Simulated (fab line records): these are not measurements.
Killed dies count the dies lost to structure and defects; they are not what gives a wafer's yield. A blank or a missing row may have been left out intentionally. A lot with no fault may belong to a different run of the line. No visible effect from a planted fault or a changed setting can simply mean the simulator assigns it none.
fab line records + flow n5_finfet
record
- lots=11
- wafers=31
- last_day=18
route steps=1938 shown BEOL_M2@919 BEOL_M3@944 BEOL_M4@1111 PASSIVATION@1936
lots that met no fault: taken from a fault-free run of the same line
start_h: start of the lot's first displayed wafer, in hours after the record's first day + wait_h: time in hours since the lot's previous step + " same as the row above + L1.1+2: one row covering several wafers at once + - no value, or no start was given + * or withheld: withheld + < > ~ a bound
route shown NAME@n: NAME is a module with steps in the file, n the number in the route of the first one + usual: average and standard deviation across the fault-free wafers + same: alike in all rows + chamber/n: place in a boat + sites: each site's reading + _std_site: how widely they spread, as a standard deviation + _edge_site: mean of outer sites minus mean of inner sites + radius_mm: how far each site lies from the wafer's centre + mask NAME#n: copy n + behind: the last tool/chamber to shape the wafer + hold: why the lot went on hold/how many hours it stayed there/how the hold came to an end + device: the n, p or np transistor that did not switch + end of line: the tests these same wafers got at the end of their route + a step given without rows: its recipe and nothing more + killed: at the first sort, the dies lost to defects and structure; wafer yield is something else + map: dies across one wafer; x = killed, . = not, _ = none there
set.NAME: the setting the step ran with; set.NAME@STEP: the setting that earlier step ran with + model.NAME: the simulator's own value behind a step, which no gauge read
steps of the route over a sample of lots; a table a step, a row a wafer
services: from which hour (start_h, from the record's first day; less than 0 if before it) a tool's chamber was out of use, for how many hours, and why
## steps
# step N5_BEOL_M2_ANNEAL_95
# recipe
- temp_c=400
- time_s=240
- ambient=vacuum
# usual
- heater_power_w=796/83
| lot.wafer | tool           | chamber | start_h | wait_h | heater_power_w |
|-----------|----------------|---------|---------|--------|----------------|
| L137.3    | pvd_sputter-03 | -       | 158.71  | 0.0    | 781            |
| L137.4    | "              | -       | "       | "      | 667            |
| L137.5    | "              | -       | "       | "      | 944            |
| L139.2    | pvd_sputter-02 | -       | 175.78  | 0.0    | 872            |
| L139.4    | "              | -       | "       | "      | 798            |
| L139.5    | "              | -       | "       | "      | 769            |
| L141.2    | pvd_sputter-03 | -       | 186.33  | 0.0    | 690            |
| L141.4    | "              | -       | "       | "      | 765            |
| L141.5    | "              | -       | "       | "      | 669            |
| L143.1    | pvd_sputter-02 | -       | 195.88  | 0.0    | 880            |
| L143.4    | "              | -       | "       | "      | 821            |
| L143.6    | "              | -       | "       | "      | 901            |
| L152.1    | pvd_sputter-01 | -       | 249.23  | 0.0    | 808            |
| L152.5    | "              | -       | "       | "      | 707            |
| L152.6    | "              | -       | "       | "      | 786            |
| L153.3    | pvd_sputter-01 | -       | 254.74  | 0.0    | 817            |
| L153.4    | "              | -       | "       | "      | 733            |
| L155.2    | pvd_sputter-02 | -       | 262.60  | 0.0    | 833            |
| L155.5    | "              | -       | "       | "      | 792            |
| L154.2    | pvd_sputter-02 | -       | 273.38  | 0.0    | 839            |
| L154.4    | "              | -       | "       | "      | 874            |
| L154.6    | "              | -       | "       | "      | 784            |
| L156.1    | pvd_sputter-03 | -       | 278.67  | 0.0    | 779            |
| L156.4    | "              | -       | "       | "      | 636            |
| L156.6    | "              | -       | "       | "      | 659            |
| L157.1    | pvd_sputter-03 | -       | 283.88  | 0.0    | 685            |
| L157.4    | "              | -       | "       | "      | 972            |
| L157.6    | "              | -       | "       | "      | 931            |
| L158.2    | pvd_sputter-02 | -       | 291.45  | 0.0    | 786            |
| L158.5    | "              | -       | "       | "      | 797            |
| L158.6    | "              | -       | "       | "      | 903            |
# step N5_BEOL_M3_CD_MEAS_11
# recipe
- target_cd_nm=17.05
- landing_energy_ev=500
- detector=se_inlens
- polarity=opening
# usual
- cd_nm=17.08/0.29
| lot.wafer | tool      | chamber | start_h | wait_h | cd_nm |
|-----------|-----------|---------|---------|--------|-------|
| L137.3    | cd_sem-02 | 0       | 162.56  | -      | 17.35 |
| L137.4    | "         | 0       | "       | "      | 16.80 |
| L137.5    | "         | 0       | "       | "      | 17.02 |
| L139.2    | cd_sem-03 | 0       | 178.04  | -      | 17.66 |
| L139.4    | "         | 0       | "       | "      | 17.64 |
| L139.5    | "         | 0       | "       | "      | 17.43 |
| L141.2    | cd_sem-03 | 0       | 189.81  | -      | 17.53 |
| L141.4    | "         | 0       | "       | "      | 17.35 |
| L141.5    | "         | 0       | "       | "      | 17.09 |
| L143.1    | cd_sem-03 | 0       | 199.11  | -      | 17.31 |
| L143.4    | "         | 0       | "       | "      | 17.08 |
| L143.6    | "         | 0       | "       | "      | 17.27 |
| L152.1    | cd_sem-03 | 0       | 251.30  | -      | 16.62 |
| L152.5    | "         | 0       | "       | "      | 17.04 |
| L152.6    | "         | 0       | "       | "      | 17.14 |
| L153.3    | cd_sem-01 | 0       | 256.59  | -      | 16.56 |
| L153.4    | "         | 0       | "       | "      | 16.55 |
| L155.2    | cd_sem-01 | 0       | 264.44  | -      | 17.42 |
| L155.5    | "         | 0       | "       | "      | 17.05 |
| L154.2    | cd_sem-02 | 0       | 275.34  | -      | 17.51 |
| L154.4    | "         | 0       | "       | "      | 17.37 |
| L154.6    | "         | 0       | "       | "      | 17.52 |
| L156.1    | cd_sem-03 | 0       | 281.73  | -      | 16.67 |
| L156.4    | "         | 0       | "       | "      | 17.09 |
| L156.6    | "         | 0       | "       | "      | 16.92 |
| L157.1    | cd_sem-02 | 0       | 288.27  | -      | 16.71 |
| L157.4    | "         | 0       | "       | "      | 16.77 |
| L157.6    | "         | 0       | "       | "      | 16.76 |
| L158.2    | cd_sem-02 | 0       | 293.45  | -      | 17.40 |
| L158.5    | "         | 0       | "       | "      | 17.12 |
| L158.6    | "         | 0       | "       | "      | 17.16 |
# step N5_BEOL_M3_COAT_67
# recipe
- resist=SOC
- temp_c=250
- time_s=60
- spin_rpm=1500
- resist_thk_nm=60
# usual
- spin_speed_rpm=1500.1/0.98
| lot.wafer | tool           | chamber | start_h | wait_h | spin_speed_rpm |
|-----------|----------------|---------|---------|--------|----------------|
| L137.3    | litho_track-04 | 0       | 163.67  | 0.0    | 1500.2         |
| L137.4    | "              | 0       | "       | "      | 1498.8         |
| L137.5    | "              | 0       | "       | "      | 1500.8         |
| L139.2    | litho_track-01 | 0       | 178.62  | 0.0    | 1500.3         |
| L139.4    | "              | 0       | "       | "      | 1501.9         |
| L139.5    | "              | 0       | "       | "      | 1499.9         |
| L141.2    | litho_track-01 | 0       | 190.40  | 0.0    | 1292.8         |
| L141.4    | "              | 0       | "       | "      | 1292.7         |
| L141.5    | "              | 0       | "       | "      | 1292.3         |
| L143.1    | litho_track-01 | 0       | 199.80  | 0.0    | 1292.4         |
| L143.4    | "              | 0       | "       | "      | 1292.8         |
| L143.6    | "              | 0       | "       | "      | 1291.8         |
| L152.1    | litho_track-02 | 0       | 251.89  | 0.0    | 1500.4         |
| L152.5    | "              | 0       | "       | "      | 1500.0         |
| L152.6    | "              | 0       | "       | "      | 1499.3         |
| L153.3    | litho_track-01 | 0       | 257.18  | 0.0    | 1498.8         |
| L153.4    | "              | 0       | "       | "      | 1500.6         |
| L155.2    | litho_track-02 | 0       | 265.03  | 0.0    | 1501.5         |
| L155.5    | "              | 0       | "       | "      | 1501.9         |
| L154.2    | litho_track-01 | 0       | 275.93  | 0.0    | 1498.7         |
| L154.4    | "              | 0       | "       | "      | 1500.0         |
| L154.6    | "              | 0       | "       | "      | 1498.6         |
| L156.1    | litho_track-01 | 0       | 282.54  | 0.0    | 1500.4         |
| L156.4    | "              | 0       | "       | "      | 1501.2         |
| L156.6    | "              | 0       | "       | "      | 1500.1         |
| L157.1    | litho_track-04 | 0       | 289.04  | 0.0    | 1499.8         |
| L157.4    | "              | 0       | "       | "      | 1500.3         |
| L157.6    | "              | 0       | "       | "      | 1501.6         |
| L158.2    | litho_track-02 | 0       | 294.12  | 0.0    | 1498.8         |
| L158.5    | "              | 0       | "       | "      | 1500.7         |
| L158.6    | "              | 0       | "       | "      | 1499.7         |
# step N5_BEOL_M3_CD_MEAS_28
# recipe
- target_cd_nm=25.7
- landing_energy_ev=500
- detector=se_inlens
- target_cd_y_nm=23.3
- polarity=opening
# usual
- cd_nm=25.70/0.23
| lot.wafer | tool      | chamber | start_h | wait_h | cd_nm |
|-----------|-----------|---------|---------|--------|-------|
| L137.3    | cd_sem-03 | 0       | 168.52  | -      | 25.52 |
| L137.4    | "         | 0       | "       | "      | 26.05 |
| L137.5    | "         | 0       | "       | "      | 25.61 |
| L139.2    | cd_sem-03 | 0       | 178.91  | -      | 25.56 |
| L139.4    | "         | 0       | "       | "      | 25.64 |
| L139.5    | "         | 0       | "       | "      | 25.48 |
| L141.2    | cd_sem-01 | 0       | 190.80  | -      | 25.61 |
| L141.4    | "         | 0       | "       | "      | 25.62 |
| L141.5    | "         | 0       | "       | "      | 25.33 |
| L143.1    | cd_sem-01 | 0       | 200.21  | -      | 25.89 |
| L143.4    | "         | 0       | "       | "      | 25.62 |
| L143.6    | "         | 0       | "       | "      | 25.58 |
| L152.1    | cd_sem-01 | 0       | 252.17  | -      | 25.38 |
| L152.5    | "         | 0       | "       | "      | 25.05 |
| L152.6    | "         | 0       | "       | "      | 25.79 |
| L153.3    | cd_sem-03 | 0       | 257.59  | -      | 25.65 |
| L153.4    | "         | 0       | "       | "      | 25.68 |
| L155.2    | cd_sem-01 | 0       | 265.35  | -      | 25.47 |
| L155.5    | "         | 0       | "       | "      | 25.80 |
| L154.2    | cd_sem-02 | 0       | 276.22  | -      | 25.41 |
| L154.4    | "         | 0       | "       | "      | 25.90 |
| L154.6    | "         | 0       | "       | "      | 25.37 |
| L156.1    | cd_sem-02 | 0       | 282.82  | -      | 25.30 |
| L156.4    | "         | 0       | "       | "      | 25.63 |
| L156.6    | "         | 0       | "       | "      | 25.71 |
| L157.1    | cd_sem-03 | 0       | 289.45  | -      | 25.67 |
| L157.4    | "         | 0       | "       | "      | 25.61 |
| L157.6    | "         | 0       | "       | "      | 25.53 |
| L158.2    | cd_sem-01 | 0       | 294.57  | -      | 25.79 |
| L158.5    | "         | 0       | "       | "      | 25.56 |
| L158.6    | "         | 0       | "       | "      | 26.05 |
# step N5_BEOL_M4_RC_MEAS_101
# usual
- DIBL_N=37.4/2.1
- DIBL_P=37.8/2.5
- IOFF_N=0.19/0.045
- IOFF_P=0.24/0.05
- ION_N=682/16
- ION_P=467/11
- SS_N=71.9/0.67
- SS_P=73.6/0.76
- VT_N=247/3.6
- VT_P=-248/3.6
| lot.wafer | tool      | chamber | start_h | wait_h | DIBL_N[mV/V] | DIBL_P[mV/V] | IOFF_N[nA/um] | IOFF_P[nA/um] | ION_N[uA/um] | ION_P[uA/um] | SS_N[mV/dec] | SS_P[mV/dec] | VT_N[mV] | VT_P[mV] |
|-----------|-----------|---------|---------|--------|--------------|--------------|---------------|---------------|--------------|--------------|--------------|--------------|----------|----------|
| L137.3    | prober-02 | 0       | 185.35  | 0.3    | 35.1         | 34.3         | 0.15          | 0.19          | 694          | 475          | 71.3         | 72.7         | 249      | -252     |
| L137.4    | "         | 0       | "       | "      | 37.9         | 36.8         | 0.19          | 0.22          | 690          | 465          | 72.0         | 73.8         | 244      | -249     |
| L137.5    | "         | 0       | "       | "      | 36.0         | 33.6         | 0.14          | 0.18          | 650          | 447          | 72.1         | 73.1         | 253      | -252     |
| L139.2    | prober-02 | 0       | 197.43  | 0.2    | 36.7         | 36.8         | 0.16          | 0.21          | 680          | 463          | 71.6         | 72.6         | 250      | -251     |
| L139.4    | "         | 0       | "       | "      | 37.8         | 38.5         | 0.19          | 0.25          | 689          | 465          | 72.7         | 73.0         | 248      | -250     |
| L139.5    | "         | 0       | "       | "      | 39.9         | 39.8         | 0.22          | 0.29          | 668          | 458          | 73.3         | 74.1         | 246      | -246     |
| L141.2    | prober-02 | 0       | 212.62  | 0.2    | 36.2         | 37.4         | 0.16          | 0.22          | 689          | 470          | 71.4         | 73.9         | 247      | -248     |
| L141.4    | "         | 0       | "       | "      | 39.3         | 40.2         | 0.25          | 0.25          | 679          | 455          | 72.5         | 74.0         | 244      | -247     |
| L141.5    | "         | 0       | "       | "      | 35.6         | 36.6         | 0.16          | 0.21          | 695          | 473          | 72.0         | 73.1         | 249      | -249     |
| L143.1    | prober-01 | 0       | 217.65  | 0.0    | 40.9         | 43.1         | 0.31          | 0.38          | 709          | 491          | 72.6         | 75.3         | 238      | -241     |
| L143.4    | "         | 0       | "       | "      | 33.8         | 33.3         | 0.12          | 0.18          | 663          | 464          | 71.0         | 72.5         | 254      | -251     |
| L143.6    | "         | 0       | "       | "      | 36.3         | 36.8         | 0.18          | 0.25          | 711          | 492          | 71.1         | 73.5         | 247      | -245     |
| L152.1    | prober-01 | 0       | 283.37  | 0.0    | 40.4         | 43.3         | 0.25          | 0.38          | 675          | 465          | 72.9         | 75.2         | 243      | -243     |
| L152.5    | "         | 0       | "       | "      | 37.5         | 37.7         | 0.17          | 0.23          | 663          | 453          | 72.1         | 72.9         | 252      | -249     |
| L152.6    | "         | 0       | "       | "      | 40.2         | 42.0         | 0.26          | 0.35          | 710          | 484          | 71.9         | 74.2         | 241      | -239     |
| L153.3    | prober-02 | 0       | 284.98  | 0.3    | 39.4         | 38.5         | 0.20          | 0.23          | 665          | 451          | 71.8         | 73.0         | 249      | -250     |
| L153.4    | "         | 0       | "       | "      | 41.2         | 40.6         | 0.23          | 0.26          | 698          | 469          | 72.2         | 73.4         | 246      | -249     |
| L155.2    | prober-02 | 0       | 288.22  | 0.2    | 37.6         | 37.5         | 0.20          | 0.27          | 715          | 493          | 71.5         | 73.7         | 246      | -244     |
| L155.5    | "         | 0       | "       | "      | 36.1         | 36.6         | 0.19          | 0.28          | 697          | 485          | 71.0         | 74.0         | 247      | -242     |
| L154.2    | prober-01 | 0       | 292.49  | 0.2    | 35.8         | 34.2         | 0.13          | 0.18          | 677          | 471          | 70.6         | 72.6         | 252      | -251     |
| L154.4    | "         | 0       | "       | "      | 36.1         | 33.9         | 0.14          | 0.19          | 681          | 471          | 70.8         | 72.5         | 251      | -250     |
| L154.6    | "         | 0       | "       | "      | 38.4         | 36.6         | 0.16          | 0.22          | 673          | 465          | 71.3         | 73.1         | 252      | -249     |
| L156.1    | prober-02 | 0       | 299.62  | 0.0    | 31.5         | 31.3         | 0.10          | 0.15          | 654          | 459          | 70.0         | 71.4         | 254      | -254     |
| L156.4    | "         | 0       | "       | "      | 34.3         | 34.7         | 0.14          | 0.19          | 665          | 465          | 71.4         | 72.7         | 250      | -248     |
| L156.6    | "         | 0       | "       | "      | 34.5         | 35.4         | 0.14          | 0.20          | 667          | 463          | 71.7         | 72.8         | 250      | -251     |
| L157.1    | prober-01 | 0       | 315.96  | 0.0    | 36.1         | 36.7         | 0.15          | 0.20          | 659          | 448          | 71.9         | 72.8         | 251      | -252     |
| L157.4    | "         | 0       | "       | "      | 35.7         | 36.4         | 0.15          | 0.21          | 656          | 452          | 71.4         | 73.3         | 248      | -249     |
| L157.6    | "         | 0       | "       | "      | 35.1         | 36.8         | 0.14          | 0.21          | 673          | 461          | 72.2         | 73.0         | 250      | -252     |
| L158.2    | prober-02 | 0       | 330.09  | 0.2    | 32.9         | 33.6         | 0.11          | 0.19          | 677          | 477          | 70.8         | 72.6         | 253      | -247     |
| L158.5    | "         | 0       | "       | "      | 37.6         | 38.6         | 0.20          | 0.29          | 699          | 483          | 72.1         | 74.1         | 245      | -245     |
| L158.6    | "         | 0       | "       | "      | 31.9         | 32.6         | 0.10          | 0.18          | 665          | 468          | 71.5         | 72.6         | 257      | -248     |
# step N5_PASSIVATION_PROBE_49
# usual
- defect_limited_yield=90.9/1.6
- killed_at_M0_to_M3=34/10
- killed_at_M4_up=13/5.4
- killed_at_contacts=13/6
- killed_at_front_end=42/13
- killed_at_other=4/3.2
- killed_dies=107/18
- killed_on_rim=14/4.2
- killed_open=69/14
- killed_short=35/7.7
- sort_bin_4_leakage=0.02/0.17
- sort_bin_5_function=5.3/1
- sort_bin_6_memory=3.3/0.75
- sort_bin_8_speed=0.00/0.015
- sort_n_pass=1073/19
- sort_yield_pct=90.9/1.6
# same
- gross_dies=1180
- killed_at_back_side=0
| lot.wafer | tool      | chamber | start_h | wait_h | defect_limited_yield[%] | killed_at_M0_to_M3 | killed_at_M4_up | killed_at_contacts | killed_at_front_end | killed_at_other | killed_dies | killed_on_rim | killed_open | killed_short | sort_bin_4_leakage[%] | sort_bin_5_function[%] | sort_bin_6_memory[%] | sort_bin_8_speed[%] | sort_n_pass | sort_yield_pct[%] |
|-----------|-----------|---------|---------|--------|-------------------------|--------------------|-----------------|--------------------|---------------------|-----------------|-------------|---------------|-------------|--------------|-----------------------|------------------------|----------------------|---------------------|-------------|-------------------|
| L137.3    | prober-01 | -       | 287.61  | 0.1    | 93.4                    | 25                 | 14              | 15                 | 23                  | 1               | 78          | 12            | 55          | 22           | 0                     | 3.1                    | 3.2                  | 0                   | 1102        | 93.4              |
| L137.4    | prober-01 | -       | 287.66  | 0.2    | 91.9                    | 30                 | 13              | 17                 | 32                  | 3               | 95          | 9             | 58          | 34           | 0                     | 5.3                    | 2.6                  | 0                   | 1085        | 91.9              |
| L137.5    | prober-01 | -       | 287.71  | 0.2    | 91.8                    | 37                 | 12              | 13                 | 32                  | 3               | 97          | 14            | 61          | 35           | 0                     | 3.9                    | 3.8                  | 0                   | 1083        | 91.8              |
| L143.1    | prober-02 | -       | 327.01  | 0.0    | 91.3                    | 28                 | 14              | 18                 | 31                  | 12              | 103         | 11            | 74          | 27           | 0.93                  | 5.6                    | 3.0                  | 0                   | 1066        | 90.3              |
| L143.4    | prober-02 | -       | 327.16  | 0.2    | 86.4                    | 64                 | 23              | 19                 | 50                  | 5               | 161         | 38            | 92          | 55           | 0                     | 7.1                    | 4.8                  | 0                   | 1019        | 86.4              |
| L143.6    | prober-02 | -       | 327.26  | 0.3    | 91.0                    | 37                 | 16              | 15                 | 34                  | 4               | 106         | 10            | 67          | 38           | 0                     | 5.7                    | 3.2                  | 0                   | 1074        | 91.0              |
| L156.1    | prober-02 | -       | 400.77  | 0.0    | 90.8                    | 26                 | 20              | 13                 | 46                  | 3               | 108         | 16            | 70          | 33           | 0                     | 5.8                    | 2.9                  | 0                   | 1072        | 90.8              |
| L156.4    | prober-02 | -       | 400.92  | 0.2    | 93.1                    | 20                 | 16              | 13                 | 31                  | 1               | 81          | 12            | 56          | 25           | 0                     | 4.2                    | 2.4                  | 0                   | 1099        | 93.1              |
| L156.6    | prober-02 | -       | 401.02  | 0.3    | 92.7                    | 29                 | 13              | 9                  | 33                  | 2               | 86          | 10            | 44          | 38           | 0                     | 3.9                    | 2.7                  | 0                   | 1094        | 92.7              |
# killed by level:class
L137.3 MOL_CONTACT_COAG:geometric_particle:open=13 FIN_SAQP:geometric_particle:short=10 BEOL_M2:geometric_particle:open=8 BEOL_M0_SAQP:geometric_particle:open=5 STI_FIN_REVEAL:geometric_particle:open=4 BEOL_M5:geometric_particle:open=4 ILD0:geometric_particle:open=3 BEOL_M1:geometric_particle:open=3
L137.4 MOL_CONTACT_COAG:geometric_particle:open=11 BEOL_M1:geometric_particle:open=8 BEOL_M2:geometric_particle:open=7 MOL_CONTACT_COAG:geometric_particle:short=6 FIN_SAQP:geometric_particle:short=4 STI_FIN_REVEAL:geometric_particle:open=4 DUMMY_GATE:geometric_particle:open=4 BEOL_M0_SAQP:geometric_particle:short=4
L137.5 BEOL_M1:geometric_particle:open=13 MOL_CONTACT_COAG:geometric_particle:open=11 BEOL_M0_SAQP:geometric_particle:short=10 ILD0:geometric_particle:open=7 ILD0:geometric_particle:short=6 FIN_SAQP:geometric_particle:short=5 BEOL_M0_SAQP:geometric_particle:open=5 BEOL_M1:geometric_particle:short=5
L143.1 MOL_CONTACT_COAG:geometric_particle:open=13 STI_FIN_REVEAL:geometric_particle:open=12 BEOL_M4:geometric_particle:open=10 BEOL_M0_SAQP:geometric_particle:open=8 BEOL_M2:geometric_particle:open=6 BEOL_M1:geometric_particle:open=6 FIN_SAQP:geometric_particle:short=5 MOL_CONTACT_COAG:geometric_particle:short=5
L143.4 BEOL_M0_SAQP:geometric_particle:short=22 BEOL_M0_SAQP:geometric_particle:open=16 FIN_SAQP:geometric_particle:open=15 BEOL_M4:geometric_particle:open=14 HKMG_FIN:area_etch=13 MOL_CONTACT_COAG:geometric_particle:open=12 BEOL_M2:geometric_particle:open=11 MOL_CONTACT_COAG:geometric_particle:short=7
L143.6 MOL_CONTACT_COAG:geometric_particle:open=10 BEOL_M4:geometric_particle:open=10 FIN_SAQP:geometric_particle:open=9 BEOL_M3:geometric_particle:open=8 BEOL_M0_SAQP:geometric_particle:short=8 FIN_SAQP:geometric_particle:short=6 STI_FIN_REVEAL:geometric_particle:open=6 BEOL_M0_SAQP:geometric_particle:open=6
L156.1 STI_FIN_REVEAL:geometric_particle:open=20 MOL_CONTACT_COAG:geometric_particle:open=9 BEOL_M4:geometric_particle:open=8 BEOL_M2:geometric_particle:open=8 STI_FIN_REVEAL:geometric_particle:short=6 FIN_SAQP:geometric_particle:open=4 BEOL_M0_SAQP:geometric_particle:open=4 MOL_CONTACT_COAG:geometric_particle:short=4
L156.4 STI_FIN_REVEAL:geometric_particle:open=13 MOL_CONTACT_COAG:geometric_particle:open=10 BEOL_M4:geometric_particle:open=10 BEOL_M3:geometric_particle:open=5 FIN_SAQP:geometric_particle:short=4 STI_FIN_REVEAL:geometric_particle:short=4 MOL_CONTACT_COAG:geometric_particle:short=3 BEOL_M1:geometric_particle:open=3
L156.6 STI_FIN_REVEAL:geometric_particle:open=11 MOL_CONTACT_COAG:geometric_particle:open=7 BEOL_M0_SAQP:geometric_particle:short=7 STARTING-WAFER:geometric_particle:short=7 BEOL_M1:geometric_particle:short=6 BEOL_M2:geometric_particle:short=5 BEOL_M4:geometric_particle:open=5 BEOL_M2:geometric_particle:open=4
## services
| tool           | chamber | start_h | hours | kind                      |
|----------------|---------|---------|-------|---------------------------|
| litho_track-02 | -       | 145.65  | -     | consumable_replace:filter |
| litho_track-01 | -       | 184.10  | -     | consumable_replace:filter |
## key
first_sign
- step=N5_BEOL_M3_COAT_67
- reading=spin_speed_rpm
- direction=down
- sigmas=99+
- usual=*
- struck=*
effect none on later readings
met_at N5_BEOL_M3_COAT_67
struck_lots L141,L143
baseline_loss
- step=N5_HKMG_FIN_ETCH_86
- wafers=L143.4
not_acting_at N5_BEOL_M2_ANNEAL_95,N5_BEOL_M3_CD_MEAS_11,N5_BEOL_M3_CD_MEAS_28
onset_between 178.62 190.40
fault
- kind=process_parameter_drift
- tool=litho_track-01
- chamber=-
- onset_h=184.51
- steps=N5_BEOL_M3_COAT_67
- channel=spin_rpm
- offset=*
- shape=step
- end_h=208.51
- acts_in=*
- stated=*
# baseline_loss: these wafers lose ten dies or more at that step, a loss of the line's own and not of a fault; the sort's usual values leave them out
